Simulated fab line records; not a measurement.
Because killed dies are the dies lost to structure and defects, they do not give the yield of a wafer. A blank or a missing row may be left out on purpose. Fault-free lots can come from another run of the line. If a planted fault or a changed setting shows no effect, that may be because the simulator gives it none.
fab line records    flow n5Finfet
record lots=7  wafers=19  lastDay=17
route steps=1938 shown BEOL_M10@1521
lots with no fault: from the same line, run without faults
startH: hours from the record's opening day to when the first of the lot's shown wafers began    waitH: how many hours have passed since the lot's step before this one    " as in the row above    L1.1+2: one row covering several wafers at once    - no value present, or no start provided    * or withheld: withheld    < > ~ a bound
route shown NAME@n: NAME is a module with steps in the file, n the number in the route of the first one    usual: mean/standard deviation taken from wafers without a fault    same: alike in all rows    chamber/n: place in a boat    sites: readings site by site    _std_site: their standard deviation    _edge_site: inner sites' mean taken away from outer sites' mean    radiusMm: how far each site lies from the wafer's centre    mask NAME#n: copy n    behind: the most recent tool/chamber to have shaped the wafer    hold: why the lot was held/for how many hours/how that ended    device: names the non-switching transistor (n, p or np)    end of line: the route-end tests of the same wafers    a step with no rows: only its recipe    killed: the dies lost at the first sort to structure and to defects; this is not the yield of the wafer    map: shows each die of a wafer: x if killed, . if not, _ if none is there
set.NAME: setting as actually run; set.NAME@STEP: the setting as run at that earlier step    model.NAME: the simulator's own value behind a step, which no gauge read
lots at some steps of the route; a table a step, a row a wafer
services: the hour from which a tool's chamber was out of use, counted from the record's first day as startH (under 0 if before that day), plus the number of hours and why
## steps
# step N5_BEOL_M10_CURE_72
# recipe tempC=370  timeS=120  ambient=DMADMS/He  material=SiCOH_lowk
# usual lampPowerPct=52.33/0.058  wafer_temp_C_max=371.6/0.49
lot.wafer  tool       chamber  startH  waitH  lampPowerPct  wafer_temp_C_max
L368.1     uvCure-03  2        237.61  0.0    52.33         371.8
L368.5     "          2        "       "      52.31         371.3
L368.6     "          2        "       "      52.38         371.7
L377.2     uvCure-03  2        294.80  0.1    52.38         371.7
L377.3     "          2        "       "      52.25         371.3
L377.4     "          2        "       "      52.31         372.6
L375.4     uvCure-02  0        301.41  0.2    52.37         371.8
L375.5     "          0        "       "      52.36         371.5
L378.4     uvCure-01  1        307.75  0.2    52.23         371.1
L378.6     "          1        "       "      52.32         371.4
L383.1     uvCure-02  0        339.61  0.3    52.50         371.7
L383.3     "          0        "       "      52.32         371.7
L383.6     "          0        "       "      52.23         371.7
L386.1     uvCure-01  0        352.56  0.0    52.28         371.3
L386.3     "          0        "       "      52.40         371.2
L386.6     "          0        "       "      52.41         370.8
L387.2     uvCure-01  2        358.96  0.1    52.33         372.3
L387.4     "          2        "       "      52.35         371.8
L387.5     "          2        "       "      52.38         371.7
# step N5_BEOL_M10_DEGAS_44
# recipe ambient=vacuum  tempC=250  timeS=60
# usual heaterPowerW=342/34
lot.wafer  tool           chamber  startH  waitH  heaterPowerW
L368.1     pvdSputter-03  -        239.17  1.5    311
L368.5     "              -        "       "      319
L368.6     "              -        "       "      311
L377.2     pvdSputter-01  -        295.54  0.7    339
L377.3     "              -        "       "      386
L377.4     "              -        "       "      362
L375.4     pvdSputter-03  -        301.66  0.2    318
L375.5     "              -        "       "      313
L378.4     pvdSputter-02  -        308.56  0.8    288
L378.6     "              -        "       "      374
L383.1     pvdSputter-03  -        339.99  0.3    348
L383.3     "              -        "       "      312
L383.6     "              -        "       "      322
L386.1     pvdSputter-03  -        352.90  0.3    314
L386.3     "              -        "       "      319
L386.6     "              -        "       "      315
L387.2     pvdSputter-03  -        359.64  0.6    384
L387.4     "              -        "       "      315
L387.5     "              -        "       "      313
# step N5_BEOL_M10_PRE_CLEAN_45
# recipe gas=H2/He  timeS=30  tempC=250
# usual heaterPowerW=342/34
lot.wafer  tool           chamber  startH  waitH  heaterPowerW
L368.1     pvdSputter-03  -        239.21  0.0    318
L368.5     "              -        "       "      317
L368.6     "              -        "       "      322
L377.2     pvdSputter-01  -        295.58  0.0    329
L377.3     "              -        "       "      389
L377.4     "              -        "       "      381
L375.4     pvdSputter-03  -        301.70  0.0    317
L375.5     "              -        "       "      316
L378.4     pvdSputter-02  -        308.60  0.0    282
L378.6     "              -        "       "      371
L383.1     pvdSputter-03  -        340.03  0.0    369
L383.3     "              -        "       "      318
L383.6     "              -        "       "      328
L386.1     pvdSputter-03  -        352.94  0.0    324
L386.3     "              -        "       "      313
L386.6     "              -        "       "      312
L387.2     pvdSputter-03  -        359.68  0.0    397
L387.4     "              -        "       "      322
L387.5     "              -        "       "      325
# step N5_BEOL_M10_ALD_74
# recipe material=TaN  targetThkA=20  tempC=275  aldPrecursorFamily=PDMAT  aldCoReactant=NH3  pressureTorr=3  carrierFlowSccm=1500  pulseTimeS=2  purgeTimeS=3  coReactantPurgeTimeS=2  coReactantPulseTimeS=3  aldCycles=40  precursorVesselTempC=75  precursorVesselPressureTorr=26.25  precursorVesselCarrierSccm=1000
# step N5_BEOL_M10_SURFACE_TREAT_76
# recipe gas=Ar  timeS=*  ionEnergyEv=*  ionCurrentMaCm2=0.5  pressureMtorr=*  arFlowSccm=30
# usual throttleValvePct=*
lot.wafer  tool           chamber  startH  waitH  throttleValvePct
L368.1     pvdSputter-02  -        239.55  0.2    *
L368.5     "              -        "       "      *
L368.6     "              -        "       "      *
L377.2     pvdSputter-01  -        295.98  0.2    *
L377.3     "              -        "       "      *
L377.4     "              -        "       "      *
L375.4     pvdSputter-02  -        302.16  0.3    *
L375.5     "              -        "       "      *
L378.4     pvdSputter-03  -        309.04  0.2    *
L378.6     "              -        "       "      *
L383.1     pvdSputter-02  -        340.37  0.2    *
L383.3     "              -        "       "      *
L383.6     "              -        "       "      *
L386.1     pvdSputter-01  -        353.37  0.2    *
L386.3     "              -        "       "      *
L386.6     "              -        "       "      *
L387.2     pvdSputter-03  -        360.12  0.2    *
L387.4     "              -        "       "      *
L387.5     "              -        "       "      *
# step N5_BEOL_M10_CVD_75
# recipe material=Co  targetThkA=20  tempC=withheld  precursor=CCTBA/H2  pressureTorr=30  timeS=138.9
# step N5_BEOL_M10_SPUTTER_48
# recipe material=Cu  targetThkA=120  tempC=-20  biasV=60  powerW=26000  chamberPressurePa=0.13  timeS=2
# step N5_BEOL_M10_ECD_50
# recipe material=Cu  targetThkA=3180
# step N5_BEOL_M10_ANNEAL_51
# recipe tempC=225  timeS=90  ambient=N2
# usual wafer_temp_C_max=226.1/0.52
lot.wafer  tool          chamber  startH  waitH  wafer_temp_C_max
L368.1     rtpAnneal-02  0        239.95  0.1    225.9
L368.5     "             0        "       "      227.0
L368.6     "             0        "       "      226.7
L377.2     rtpAnneal-01  0        296.74  0.3    225.7
L377.3     "             0        "       "      225.7
L377.4     "             0        "       "      225.7
L375.4     rtpAnneal-01  0        302.92  0.4    225.4
L375.5     "             0        "       "      225.5
L378.4     rtpAnneal-01  0        309.81  0.2    225.8
L378.6     "             0        "       "      225.9
L383.1     rtpAnneal-02  0        340.91  0.2    227.0
L383.3     "             0        "       "      226.3
L383.6     "             0        "       "      226.4
L386.1     rtpAnneal-01  0        355.31  0.2    225.8
L386.3     "             0        "       "      225.6
L386.6     "             0        "       "      225.8
L387.2     rtpAnneal-02  0        360.62  0.2    226.7
L387.4     "             0        "       "      226.8
L387.5     "             0        "       "      227.0
# step N5_BEOL_M10_CMP_52
# recipe stopOn=SiCOH_lowk  tOverpolishS=7  downForcePsi=1  platenRpm=50  clearingPlatenDownForcePsi=1.5  clearingPlatenRpm=50  postCmpClean=cuAlkaline  targetThkNm=140  clearingPlatenPadVelocityMS=0.99484  padVelocityMS=0.99484
# step N5_BEOL_M10_THK_MEAS_53
# recipe thkMeasGauge=xrf  reads=Cu_of_BEOL_M10_ECD_50
# usual M10_THK=141.1/1.8
lot.wafer  tool          chamber  startH  waitH  M10_THK[nm]
L368.1     filmMetro-01  -        240.54  -      138.3
L368.5     "             -        "       "      143.7
L368.6     "             -        "       "      138.7
L377.2     filmMetro-01  -        297.37  -      139.6
L377.3     "             -        "       "      142.5
L377.4     "             -        "       "      140.8
L375.4     filmMetro-01  -        303.39  -      142.5
L375.5     "             -        "       "      142.1
L378.4     filmMetro-02  -        310.28  -      140.4
L378.6     "             -        "       "      139.6
L383.1     filmMetro-02  -        341.52  -      138.3
L383.3     "             -        "       "      142.3
L383.6     "             -        "       "      142.9
L386.1     filmMetro-01  -        355.90  -      143.7
L386.3     "             -        "       "      140.7
L386.6     "             -        "       "      144.2
L387.2     filmMetro-01  -        361.18  -      141.4
L387.4     "             -        "       "      142.9
L387.5     "             -        "       "      140.2
# step N5_BEOL_M10_PRE_CLEAN_55
# recipe gas=NH3  timeS=15  tempC=withheld  rfPowerW=300
# step N5_BEOL_M10_DEP_56
# recipe material=SiCN  targetThkA=150  tempC=withheld  precursor=3MS/NH3  pressureTorr=3  rfW=202  timeS=26.5
# usual showerheadPlenumPTorr=3.672/0.0084  throttleValvePct=8.8/0.4
lot.wafer  tool      chamber  startH  waitH  showerheadPlenumPTorr  throttleValvePct  model.SiCN_of_BEOL_M10_DEP_56.thkNm
L368.1     pecvd-01  0        240.61  0.0    3.677                  9.6               14.8
L368.5     "         1        "       "      3.677                  9.1               14.8
L368.6     "         0        "       "      3.667                  9.8               14.8
L377.2     pecvd-01  2        297.50  0.1    3.661                  8.6               15
L377.3     "         2        "       "      3.649                  8.6               15
L377.4     "         2        "       "      3.664                  8.8               11
L375.4     pecvd-01  2        303.48  0.0    3.659                  8.8               11.2
L375.5     "         2        "       "      3.662                  8.6               11.2
L378.4     pecvd-01  2        310.36  0.0    3.658                  8.7               11.2
L378.6     "         0        "       "      3.674                  9.5               15
L383.1     pecvd-04  1        341.58  0.0    3.670                  8.1               14.8
L383.3     "         0        "       "      3.681                  9.2               14.8
L383.6     "         2        "       "      3.670                  8.4               15
L386.1     pecvd-04  1        355.96  0.0    3.658                  8.3               15
L386.3     "         0        "       "      3.673                  8.9               14.8
L386.6     "         0        "       "      3.681                  9.0               15
L387.2     pecvd-03  2        361.24  0.0    3.663                  8.6               15
L387.4     "         0        "       "      3.674                  8.8               15.2
L387.5     "         2        "       "      3.667                  8.4               15
# step N5_BEOL_M10_RS_MEAS_57
# recipe thkMeasGauge=four-point-probe  reads=Cu_of_BEOL_M10_ECD_50+Co_of_BEOL_M10_CVD_75+TaN_of_BEOL_M10_ALD_74
# usual M10_RS=0.1511/0.0021
lot.wafer  tool          chamber  startH  waitH  M10_RS[ohm/sq]
L368.1     filmMetro-01  -        240.71  0.1    0.1543
L368.5     "             -        "       "      0.1483
L368.6     "             -        "       "      0.1536
L377.2     filmMetro-02  -        297.64  0.1    0.1520
L377.3     "             -        "       "      0.1480
L377.4     "             -        "       "      0.1498
L375.4     filmMetro-01  -        303.56  0.1    0.1479
L375.5     "             -        "       "      0.1481
L378.4     filmMetro-01  -        310.42  0.0    0.1527
L378.6     "             -        "       "      0.1536
L383.1     filmMetro-01  -        341.65  0.1    0.1541
L383.3     "             -        "       "      0.1494
L383.6     "             -        "       "      0.1493
L386.1     filmMetro-02  -        356.03  0.1    0.1498
L386.3     "             -        "       "      0.1529
L386.6     "             -        "       "      0.1490
L387.2     filmMetro-01  -        361.32  0.1    0.1512
L387.4     "             -        "       "      0.1498
L387.5     "             -        "       "      0.1520
## services
tool           chamber  startH  hours  kind
pecvd-01       2        240.38  2.1    scheduledDown
uvCure-02      -        241.33  2.1    pm
uvCure-02      -        263.19  7.3    repair
pecvd-03       -        268.76  0.7    repair
pecvd-03       -        270.53  0.7    repair
pecvd-03       2        273.06  3.7    repair
uvCure-02      -        277.47  6.0    pm
pecvd-01       1        289.93  18.0   repair
pecvd-01       0        293.05  6.1    repair
pvdSputter-01  -        300.26  1.2    repair
pecvd-03       -        307.08  2.8    pm
pecvd-03       0        315.04  5.0    scheduledDown
pecvd-01       2        315.64  3.9    repair
pecvd-01       -        318.23  0.4    repair
pecvd-01       2        320.63  5.5    scheduledDown
uvCure-02      -        330.51  7.5    pm
pvdSputter-01  -        330.77  4.0    repair
uvCure-01      -        338.37  2.1    pm
uvCure-03      -        344.14  0.3    repair
pecvd-03       2        345.36  5.5    scheduledDown
rtpAnneal-02   -        349.48  4.0    pm
## key
firstSign none at tools or gauges
modelEffect step=N5_BEOL_M10_DEP_56  value=SiCN_of_BEOL_M10_DEP_56.thkNm  without=15  struck=11.15
metAt N5_BEOL_M10_DEP_56
struckWafers L375.4,L375.5,L377.4,L378.4
onsetBetween 240.61 297.50
fault kind=processParameterDrift  tool=pecvd-01  chamber=-  onsetH=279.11  steps=N5_BEOL_M10_DEP_56  channel=timeS  offset=*  shape=step  endH=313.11  scope=struckWafersOnly  actsIn=*  stated=*
